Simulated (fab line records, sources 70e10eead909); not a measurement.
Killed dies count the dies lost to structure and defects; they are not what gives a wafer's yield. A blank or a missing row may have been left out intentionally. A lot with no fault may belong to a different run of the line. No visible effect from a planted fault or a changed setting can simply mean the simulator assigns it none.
fab line records | flow nandHarc
record lots=6 | wafers=18 | lastDay=33
route steps=1302 shown A_CONTACT@994
lots with no fault: from the same line, run without faults
startH: hours from the record's first day to the start of the lot's first wafer shown | waitH: hours since the lot's step before | " repeats the value in the row above | L1.1+2: a single row standing in for several wafers | - either no value or no given start | * or withheld: withheld | < > ~ a bound
route shown NAME@n: NAME is a module with steps in the file, n the number in the route of the first one | usual: mean/standard deviation of fault-free wafers | same: alike in all rows | chamber/n: place in a boat | sites: each site's reading | _std_site: their standard deviation | _edge_site: the outer-site mean with the inner-site mean subtracted | radiusMm: how far each site lies from the wafer's centre | mask NAME#n: copy n | behind: the most recent tool/chamber to have shaped the wafer | hold: cause of the lot's hold/its duration in hours/its outcome | device: which transistor (n, p or np) failed to switch | end of line: the same wafers' tests at the end of the route | step lacking rows: just its recipe | killed: the dies lost at the first sort to structure and to defects; this is not the yield of the wafer | map: a wafer's dies, x killed, . not, _ none there
set.NAME: the setting the step ran with; set.NAME@STEP: the setting that earlier step ran with | model.NAME: the simulator's own value behind a step, which no gauge read
lots seen at some steps along the route; tables by step, rows by wafer
services: the hour from which a tool's chamber was out of use, counted from the record's first day as startH (under 0 if before that day), plus the number of hours and why
## steps
# step NHARC_A_CONTACT_EXPOSE_39
# recipe na=1.35 | sigmaOuter=0.8 | doseMj=58.79 | maskId=A_CC_3
# step NHARC_A_CONTACT_PEB_40
# recipe pebTempC=100 | pebTimeS=65
# step NHARC_A_CONTACT_DEVELOP_41
# recipe developTimeS=35 | devTempC=23
# step NHARC_A_CONTACT_CD_MEAS_42
# recipe targetCdNm=300 | landingEnergyEv=500
# usual cdNm=299.6/0.6
lot.wafer | tool     | chamber | startH | waitH | cdNm
L232.1    | cdSem-02 | 0       | 528.08 | -     | 298.4
L232.4    | "        | 0       | "      | "     | 299.1
L232.5    | "        | 0       | "      | "     | 299.2
L243.2    | cdSem-02 | 0       | 657.88 | -     | 299.0
L243.3    | "        | 0       | "      | "     | 299.2
L243.5    | "        | 0       | "      | "     | 298.1
L248.2    | cdSem-02 | 0       | 669.54 | -     | 299.6
L248.3    | "        | 0       | "      | "     | 299.3
L248.5    | "        | 0       | "      | "     | 299.4
L247.1    | cdSem-01 | 0       | 673.80 | -     | 300.4
L247.4    | "        | 0       | "      | "     | 300.9
L247.6    | "        | 0       | "      | "     | 301.2
L246.1    | cdSem-01 | 0       | 682.65 | -     | 301.2
L246.2    | "        | 0       | "      | "     | 299.5
L246.3    | "        | 0       | "      | "     | 299.5
L252.3    | cdSem-01 | 0       | 717.38 | -     | 299.2
L252.5    | "        | 0       | "      | "     | 299.5
L252.6    | "        | 0       | "      | "     | 299.8
# step NHARC_A_CONTACT_OVL_MEAS_43
# usual overlayXNm=-0.1/0.78 | overlayYNm=0.0/0.81
lot.wafer | tool       | chamber | startH | waitH | overlayXNm | overlayYNm
L232.1    | overlay-01 | -       | 528.17 | -     | 1.4        | 0.2
L232.4    | "          | -       | "      | "     | 1.8        | 0.7
L232.5    | "          | -       | "      | "     | 1.8        | 0.2
L243.2    | overlay-02 | -       | 657.96 | -     | -0.5       | 0.4
L243.3    | "          | -       | "      | "     | -0.6       | 1.3
L243.5    | "          | -       | "      | "     | -0.3       | 0.9
L248.2    | overlay-02 | -       | 669.63 | -     | 0.4        | 0.0
L248.3    | "          | -       | "      | "     | 0.2        | -0.6
L248.5    | "          | -       | "      | "     | 0.5        | -0.1
L247.1    | overlay-02 | -       | 673.89 | -     | 1.4        | 0.7
L247.4    | "          | -       | "      | "     | 1.4        | 0.8
L247.6    | "          | -       | "      | "     | 1.6        | 1.2
L246.1    | overlay-02 | -       | 682.74 | -     | 0.0        | 0.2
L246.2    | "          | -       | "      | "     | 0.6        | -0.3
L246.3    | "          | -       | "      | "     | 0.4        | -0.3
L252.3    | overlay-02 | -       | 717.47 | -     | -0.6       | 0.9
L252.5    | "          | -       | "      | "     | 0.0        | 1.5
L252.6    | "          | -       | "      | "     | 0.4        | 0.6
# step NHARC_A_CONTACT_INSPECT_44
# usual rawDefectCount=69/37
lot.wafer | tool             | chamber | startH | waitH | rawDefectCount
L232.1    | defectInspect-02 | -       | 528.21 | 0.0   | 11
L232.4    | "                | -       | "      | "     | 14
L232.5    | "                | -       | "      | "     | 5
L243.2    | defectInspect-02 | -       | 658.00 | 0.0   | 17
L243.3    | "                | -       | "      | "     | 20
L243.5    | "                | -       | "      | "     | 12
L248.2    | defectInspect-02 | -       | 669.66 | 0.0   | 155
L248.3    | "                | -       | "      | "     | 149
L248.5    | "                | -       | "      | "     | 140
L247.1    | defectInspect-01 | -       | 673.92 | 0.0   | 32
L247.4    | "                | -       | "      | "     | 28
L247.6    | "                | -       | "      | "     | 31
L246.1    | defectInspect-01 | -       | 682.77 | 0.0   | 99
L246.2    | "                | -       | "      | "     | 107
L246.3    | "                | -       | "      | "     | 107
L252.3    | defectInspect-02 | -       | 717.50 | 0.0   | 67
L252.5    | "                | -       | "      | "     | 83
L252.6    | "                | -       | "      | "     | 77
# step NHARC_A_CONTACT_DESCUM_47
# recipe timeS=3 | o2FlowSccm=200 | arFlowSccm=0 | biasPowerW=0 | chemistry=O2
# step NHARC_A_CONTACT_ETCH_48
# recipe targetDepthA=390 | overEtchFrac=0.3 | timeS=65 | ionEnergyEv=80 | cf4FlowSccm=150 | arFlowSccm=0 | rfW=300 | biasW=100 | chemistry=CF4
# usual biasW=100.04/0.28 | cf4FlowSccm=150.0/0.44 | drypumpMotorCurrentA=5.9/0.5 | oesProductAu=0.997/0.012 | rfVppV=151.3/1.2 | showerheadPlenumPTorr=1.77/0.07 | throttleValvePct=13.283/0.0096
# same overEtchFrac=0.3
lot.wafer | tool       | chamber | startH | waitH | biasW  | cf4FlowSccm | drypumpMotorCurrentA | oesProductAu | rfHoursCounterH | rfVppV | showerheadPlenumPTorr | throttleValvePct
L232.4    | rieDiel-08 | 3       | 528.53 | 0.2   | 99.63  | 149.6       | 6.4                  | 1.012        | 30              | 151.6  | 1.75                  | 13.275
L232.1    | "          | 2       | "      | "     | 100.23 | 150.3       | 5.7                  | 0.984        | 28              | 152.1  | 1.71                  | 13.278
L232.5    | "          | 3       | "      | "     | 99.52  | 150.8       | 6.5                  | 1.009        | -               | 152.6  | 1.75                  | 13.283
L243.2    | rieDiel-08 | 1       | 658.15 | 0.1   | 100.21 | 149.9       | 6.6                  | 1.002        | 20              | 150.8  | 1.73                  | 13.307
L243.3    | "          | 3       | "      | "     | 99.77  | 150.0       | 6.4                  | 1.017        | 20              | 151.2  | 1.74                  | 13.288
L243.5    | "          | 1       | "      | "     | 99.79  | 149.8       | 6.6                  | 1.005        | -               | 151.3  | 1.73                  | 13.281
L248.3    | rieDiel-08 | 0       | 669.81 | 0.1   | 100.61 | 150.6       | 5.6                  | 0.992        | 22              | 149.7  | 1.71                  | 13.287
L248.2    | "          | 2       | "      | "     | 100.30 | 149.8       | 5.7                  | 0.978        | 21              | 150.3  | 1.71                  | 13.286
L248.5    | "          | 0       | "      | "     | 100.36 | 149.9       | 5.6                  | 0.988        | -               | 149.6  | 1.71                  | 13.287
L247.1    | rieDiel-04 | 0       | 674.07 | 0.1   | 100.31 | 149.8       | 6.6                  | 1.019        | 45              | 153.4  | 1.88                  | 13.271
L247.4    | "          | 2       | "      | "     | 99.89  | 149.9       | 5.1                  | 1.013        | 40              | 152.3  | 1.86                  | 13.288
L247.6    | "          | 0       | "      | "     | 99.22  | 150.2       | 6.6                  | 1.005        | -               | 152.2  | 1.88                  | 13.280
L246.3    | rieDiel-04 | 0       | 682.97 | 0.1   | 100.03 | 150.1       | 6.7                  | 1.002        | 47              | 153.1  | 1.88                  | 13.273
L246.2    | "          | 2       | "      | "     | 99.85  | 150.5       | 5.1                  | 0.989        | 43              | 153.2  | 1.86                  | 13.292
L246.1    | "          | 3       | "      | "     | 99.89  | 150.6       | 5.5                  | 0.983        | 49              | 151.9  | 1.89                  | 13.278
L252.3    | rieDiel-08 | 0       | 717.65 | 0.1   | 100.07 | 150.5       | 5.6                  | 1.009        | 31              | 151.4  | 1.71                  | 13.287
L252.5    | "          | 0       | "      | "     | 100.42 | 150.1       | 5.6                  | 1.004        | -               | 150.4  | 1.71                  | 13.288
L252.6    | "          | 1       | "      | "     | 100.40 | 149.5       | 6.6                  | 0.991        | -               | 150.2  | 1.73                  | 13.272
# step NHARC_A_CONTACT_ETCH_49
# recipe targetDepthA=2600 | overEtchFrac=0.3 | timeS=475.3 | ionEnergyEv=200 | n2FlowSccm=150 | h2FlowSccm=150 | arFlowSccm=0 | rfW=400 | biasW=150 | chemistry=N2/H2
# usual biasW=150.0/0.44 | chamberPressureMTorr=30.000/0.029 | drypumpMotorCurrentA=5.9/0.51 | oesProductAu=0.997/0.011 | rfVppV=430.6/2.6 | showerheadPlenumPTorr=2.04/0.093 | throttleValvePct=14.171/0.0096
# same overEtchFrac=0.3
lot.wafer | tool       | chamber | startH | waitH | biasW | chamberPressureMTorr | drypumpMotorCurrentA | oesProductAu | rfHoursCounterH | rfVppV | showerheadPlenumPTorr | throttleValvePct
L232.1    | rieDiel-08 | 2       | -      | -     | 150.1 | 30.040               | 5.7                  | 0.973        | 28              | 429.1  | 1.97                  | 14.167
L232.4    | "          | 0       | "      | "     | 149.8 | 30.016               | 5.6                  | 1.004        | 27              | 428.7  | 1.97                  | 14.180
L232.5    | "          | 3       | "      | "     | 150.2 | 30.020               | 6.5                  | 1.004        | -               | 428.7  | 2.01                  | 14.182
L243.3    | rieDiel-08 | 1       | -      | -     | 149.8 | 30.009               | 6.6                  | 0.993        | 20              | 430.0  | 2.00                  | 14.175
L243.2    | "          | 0       | "      | "     | 149.4 | 29.993               | 5.6                  | 1.003        | 20              | 429.3  | 1.97                  | 14.166
L243.5    | "          | 2       | "      | "     | 150.6 | 30.021               | 5.7                  | 0.990        | -               | 429.3  | 1.96                  | 14.155
L248.3    | rieDiel-08 | 1       | -      | -     | 149.9 | 29.977               | 6.7                  | 0.992        | 22              | 429.4  | 2.00                  | 14.176
L248.2    | "          | 3       | "      | "     | 150.6 | 29.995               | 6.5                  | 1.004        | 22              | 430.4  | 2.00                  | 14.190
L248.5    | "          | 0       | "      | "     | 150.9 | 30.021               | 5.6                  | 1.009        | -               | 428.4  | 1.96                  | 14.156
L247.1    | rieDiel-04 | 0       | -      | -     | 149.5 | 29.966               | 6.7                  | 0.995        | 45              | 433.9  | 2.18                  | 14.181
L247.4    | "          | 1       | "      | "     | 149.3 | 29.974               | 5.7                  | 0.999        | 40              | 428.8  | 1.99                  | 14.166
L247.6    | "          | 2       | "      | "     | 149.7 | 29.995               | 5.1                  | 0.992        | -               | 433.7  | 2.16                  | 14.179
L246.3    | rieDiel-04 | 1       | -      | -     | 150.3 | 30.000               | 5.7                  | 1.005        | 42              | 429.9  | 1.99                  | 14.153
L246.1    | "          | 2       | "      | "     | 150.7 | 30.034               | 5.1                  | 0.997        | 43              | 433.0  | 2.16                  | 14.166
L246.2    | "          | 3       | "      | "     | 151.5 | 30.029               | 5.5                  | 0.985        | 49              | 433.3  | 2.20                  | 14.166
L252.3    | rieDiel-08 | 1       | -      | -     | 149.2 | 29.928               | 6.6                  | 0.982        | 29              | 428.8  | 1.99                  | 14.164
L252.6    | "          | 1       | "      | "     | 149.6 | 29.976               | 6.7                  | 0.988        | -               | 427.8  | 1.99                  | 14.166
L252.5    | "          | 2       | "      | "     | 149.2 | 29.965               | 5.7                  | 0.981        | -               | 428.8  | 1.96                  | 14.158
# step NHARC_A_CONTACT_ETCH_50
# recipe targetDepthA=1210 | timeS=60.5 | cf4FlowSccm=100 | chf3FlowSccm=30 | arFlowSccm=0 | rfW=500 | biasW=200 | chemistry=CF4/CHF3
# usual biasW=200.0/0.66 | cf4FlowSccm=99.99/0.3 | drypumpMotorCurrentA=5.9/0.51 | oesProductAu=0.944/0.021 | rfVppV=370.8/2.3 | showerheadPlenumPTorr=1.58/0.066 | throttleValvePct=16.803/0.0086
lot.wafer | tool       | chamber | startH | waitH | biasW | cf4FlowSccm | drypumpMotorCurrentA | oesProductAu | rfHoursCounterH | rfVppV | showerheadPlenumPTorr | throttleValvePct
L232.1    | rieDiel-08 | 1       | -      | -     | 200.2 | 99.85       | 6.7                  | 0.946        | 24              | 369.5  | 1.55                  | 16.798
L232.4    | "          | 3       | "      | "     | 199.7 | 99.97       | 6.5                  | 0.952        | 31              | 370.2  | 1.55                  | 16.813
L232.5    | "          | 1       | "      | "     | 200.4 | 100.14      | 6.7                  | 0.949        | -               | 370.8  | 1.55                  | 16.793
L243.2    | rieDiel-08 | 0       | -      | -     | 201.5 | 100.17      | 5.6                  | 0.959        | 20              | 368.4  | 1.52                  | 16.792
L243.3    | "          | 1       | "      | "     | 198.6 | 99.81       | 6.6                  | 0.972        | 20              | 370.0  | 1.54                  | 16.806
L243.5    | "          | 0       | "      | "     | 200.8 | 100.14      | 5.6                  | 0.951        | -               | 367.1  | 1.52                  | 16.815
L248.2    | rieDiel-08 | 2       | -      | -     | 199.1 | 100.03      | 5.7                  | 0.954        | 22              | 369.3  | 1.52                  | 16.795
L248.3    | "          | 3       | "      | "     | 200.5 | 99.85       | 6.5                  | 0.957        | 22              | 370.6  | 1.55                  | 16.819
L248.5    | "          | 2       | "      | "     | 199.8 | 99.87       | 5.7                  | 0.954        | -               | 367.5  | 1.52                  | 16.807
L247.1    | rieDiel-04 | 0       | -      | -     | 200.5 | 100.09      | 6.7                  | 0.930        | 45              | 373.6  | 1.67                  | 16.791
L247.4    | "          | 2       | "      | "     | 200.5 | 99.60       | 5.1                  | 0.926        | 40              | 373.1  | 1.66                  | 16.794
L247.6    | "          | 1       | "      | "     | 200.1 | 99.93       | 5.7                  | 0.930        | -               | 369.6  | 1.54                  | 16.805
L246.2    | rieDiel-04 | 2       | -      | -     | 199.9 | 100.23      | 5.1                  | 0.932        | 43              | 374.4  | 1.66                  | 16.816
L246.3    | "          | 3       | "      | "     | 200.9 | 100.32      | 5.5                  | 0.921        | 49              | 374.4  | 1.69                  | 16.815
L246.1    | "          | 0       | "      | "     | 200.5 | 100.33      | 6.7                  | 0.931        | 47              | 374.4  | 1.67                  | 16.802
L252.3    | rieDiel-08 | 1       | -      | -     | 200.3 | 99.46       | 6.6                  | 0.913        | 29              | 369.6  | 1.54                  | 16.801
L252.6    | "          | 3       | "      | "     | 199.3 | 100.24      | 6.5                  | 0.927        | -               | 371.3  | 1.54                  | 16.796
L252.5    | "          | 0       | "      | "     | 199.9 | 100.03      | 5.6                  | 0.925        | -               | 368.1  | 1.52                  | 16.811
# step NHARC_A_CONTACT_ETCH_51
# recipe targetDepthA=70000 | overEtchFrac=0.3 | timeS=1820 | ionEnergyEv=150 | o2FlowSccm=400 | cosFlowSccm=20 | arFlowSccm=0 | rfW=500 | biasW=300 | chemistry=O2/COS
# step NHARC_A_CONTACT_ETCH_111
# recipe sourceW=withheld | pressureMtorr=20 | biasV=withheld | timeS=140 | targetDepthA=7000 | arFlowSccm=withheld | c4f8FlowSccm=withheld | o2FlowSccm=withheld | chemistry=C4F8/O2/Ar
# usual chamberPressureMTorr=20.002/0.017 | oesAirLineAu=1.001/0.02
lot.wafer | tool          | chamber | startH | waitH | chamberPressureMTorr | oesAirLineAu | rfHoursCounterH
L232.1    | harCapEtch-01 | 1       | 530.99 | -     | 20.015               | 0.971        | 3
L232.4    | "             | 1       | "      | "     | 20.031               | 0.956        | -
L232.5    | "             | 0       | "      | "     | 19.989               | 1.008        | -
L243.2    | harCapEtch-02 | 1       | 659.89 | -     | 20.014               | 1.017        | 110
L243.3    | "             | 1       | "      | "     | 19.986               | 1.013        | -
L243.5    | "             | 0       | "      | "     | 20.007               | 1.007        | -
L248.2    | harCapEtch-02 | 0       | 671.55 | -     | 19.982               | 1.027        | 112
L248.3    | "             | 0       | "      | "     | 19.997               | 1.024        | -
L248.5    | "             | 1       | "      | "     | 20.017               | 0.973        | -
L247.1    | harCapEtch-03 | 1       | 675.83 | -     | 20.007               | 1.000        | 71
L247.4    | "             | 0       | "      | "     | 19.950               | 0.986        | -
L247.6    | "             | 0       | "      | "     | 20.000               | 0.990        | -
L246.2    | harCapEtch-03 | 1       | 684.73 | -     | 19.999               | 0.994        | 73
L246.1    | "             | 0       | "      | "     | 19.997               | 0.963        | 73
L246.3    | "             | 1       | "      | "     | 19.989               | 0.994        | -
L252.3    | harCapEtch-01 | 1       | 719.48 | -     | 20.003               | 0.995        | -
L252.5    | "             | 0       | "      | "     | 19.982               | 0.996        | -
L252.6    | "             | 1       | "      | "     | 20.005               | 0.983        | -
# step NHARC_A_CONTACT_ETCH_112
# recipe sourceW=withheld | pressureMtorr=20 | biasV=3000 | timeS=190 | targetDepthA=18500 | arFlowSccm=withheld | c4f8FlowSccm=withheld | o2FlowSccm=withheld | chemistry=C4F8/O2/Ar
# usual chamberPressureMTorr=20.001/0.02 | oesAirLineAu=0.998/0.019
lot.wafer | tool          | chamber | startH | waitH | chamberPressureMTorr | oesAirLineAu | rfHoursCounterH
L232.1    | harCapEtch-01 | 1       | 531.19 | 0.2   | 20.013               | 0.994        | 3
L232.4    | "             | 1       | "      | "     | 19.982               | 1.009        | -
L232.5    | "             | 0       | "      | "     | 20.011               | 0.994        | -
L243.2    | harCapEtch-02 | 1       | 660.09 | 0.2   | -                    | -            | -
L243.3    | "             | 1       | "      | "     | -                    | -            | -
L243.5    | "             | 0       | "      | "     | -                    | -            | -
L248.2    | harCapEtch-02 | 0       | 671.75 | 0.2   | 19.994               | 0.972        | 112
L248.3    | "             | 0       | "      | "     | 20.005               | 1.001        | -
L248.5    | "             | 1       | "      | "     | 20.034               | 0.988        | -
L247.1    | harCapEtch-03 | 1       | 676.02 | 0.2   | 20.023               | 1.012        | 71
L247.4    | "             | 0       | "      | "     | 19.975               | 1.000        | -
L247.6    | "             | 0       | "      | "     | 20.005               | 1.005        | -
L246.2    | harCapEtch-03 | 1       | 684.99 | 0.2   | -                    | -            | -
L246.1    | "             | 0       | "      | "     | -                    | -            | -
L246.3    | "             | 1       | "      | "     | -                    | -            | -
L252.3    | harCapEtch-01 | 1       | 719.67 | 0.2   | 20.016               | 1.037        | -
L252.5    | "             | 0       | "      | "     | 19.997               | 0.991        | -
L252.6    | "             | 1       | "      | "     | 19.985               | 1.003        | -
# step NHARC_A_CONTACT_ETCH_113
# recipe sourceW=withheld | pressureMtorr=20 | biasV=3000 | timeS=190 | targetDepthA=18500 | arFlowSccm=withheld | c4f8FlowSccm=withheld | o2FlowSccm=withheld | chemistry=C4F8/O2/Ar
# usual chamberPressureMTorr=20.001/0.019 | oesAirLineAu=0.998/0.017
lot.wafer | tool          | chamber | startH | waitH | chamberPressureMTorr | oesAirLineAu | rfHoursCounterH
L232.1    | harCapEtch-01 | 1       | 531.37 | 0.1   | 20.028               | 1.005        | 3
L232.4    | "             | 1       | "      | "     | 20.028               | 0.992        | -
L232.5    | "             | 0       | "      | "     | 20.014               | 1.004        | -
L243.2    | harCapEtch-02 | 1       | 660.26 | 0.1   | 20.016               | 0.984        | 110
L243.3    | "             | 1       | "      | "     | 19.995               | 1.031        | -
L243.5    | "             | 0       | "      | "     | 19.936               | 0.997        | -
L248.2    | harCapEtch-02 | 0       | 671.92 | 0.1   | 20.003               | 1.002        | 112
L248.3    | "             | 0       | "      | "     | 19.987               | 0.977        | -
L248.5    | "             | 1       | "      | "     | 19.967               | 0.991        | -
L247.1    | harCapEtch-03 | 1       | 676.19 | 0.1   | 19.979               | 1.024        | 71
L247.4    | "             | 0       | "      | "     | 20.004               | 0.988        | -
L247.6    | "             | 0       | "      | "     | 20.033               | 0.987        | -
L246.2    | harCapEtch-03 | 1       | 685.23 | 0.2   | 19.988               | 0.991        | 74
L246.1    | "             | 0       | "      | "     | 20.008               | 0.956        | 74
L246.3    | "             | 1       | "      | "     | 19.964               | 1.014        | -
L252.3    | harCapEtch-01 | 1       | 719.84 | 0.1   | 19.976               | 1.010        | -
L252.5    | "             | 0       | "      | "     | 20.028               | 0.994        | -
L252.6    | "             | 1       | "      | "     | 19.993               | 1.005        | -
## services
tool          | chamber | startH | hours | kind
rieDiel-08    | 0       | 524.38 | -     | clean
rieDiel-08    | 1       | 524.38 | -     | clean
rieDiel-08    | 2       | 524.38 | -     | clean
rieDiel-08    | 3       | 524.38 | -     | clean
rieDiel-08    | -       | 545.31 | 9.0   | pm
rieDiel-08    | 0       | 545.31 | 9.0   | ventCycle
rieDiel-08    | 1       | 545.31 | 9.0   | ventCycle
rieDiel-08    | 2       | 545.31 | 9.0   | ventCycle
rieDiel-08    | 3       | 545.31 | 9.0   | ventCycle
rieDiel-08    | 0       | 554.31 | -     | clean
rieDiel-08    | 1       | 554.31 | -     | clean
rieDiel-08    | 2       | 554.31 | -     | clean
rieDiel-08    | 3       | 554.31 | -     | clean
rieDiel-08    | 0       | 578.81 | -     | clean
rieDiel-08    | 1       | 578.81 | -     | clean
rieDiel-08    | 2       | 578.81 | -     | clean
rieDiel-08    | 3       | 578.81 | -     | clean
rieDiel-08    | 0       | 603.31 | -     | clean
rieDiel-08    | 1       | 603.31 | -     | clean
rieDiel-08    | 2       | 603.31 | -     | clean
rieDiel-04    | 2       | 634.37 | 5.1   | repair
harCapEtch-01 | -       | 659.85 | 12.3  | repair
rieDiel-08    | 1       | 709.58 | 7.9   | repair
rieDiel-04    | -       | 712.83 | 9.0   | pm
## key
firstSign step=NHARC_A_CONTACT_ETCH_112 | reading=toolRecord | direction=missing
effect none on later readings
metAt NHARC_A_CONTACT_ETCH_112
struckWafers L243.2,L243.3,L243.5,L246.1,L246.2,L246.3
laterRowsLeftOut L243.2,L243.3,L243.5,L246.1,L246.2,L246.3
sortLeftOut L243.2,L243.3,L243.5,L246.1,L246.2,L246.3
testerLeftOut L243,L246
fault kind=skippedStepWhole | tool=harCapEtch-02,harCapEtch-03 | chamber=- | onsetH=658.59 | steps=NHARC_A_CONTACT_ETCH_112 | scope=struckLotsOnly
# testerLeftOut: of these lots the tester's yield and bins aren't shown, on N5 and GAA mostly nor the transistor test; their killed dies are dies lost to structure and defects alone, not to doping, threshold or leakage, so they don't give the yield
# sortLeftOut: the simulated sort isn't trusted on such a fault, so these wafers' sort isn't shown, and their yield isn't known
# laterRowsLeftOut: the simulator's readings of these wafers behind a module that went badly wrong aren't trusted and aren't shown, but for the sort
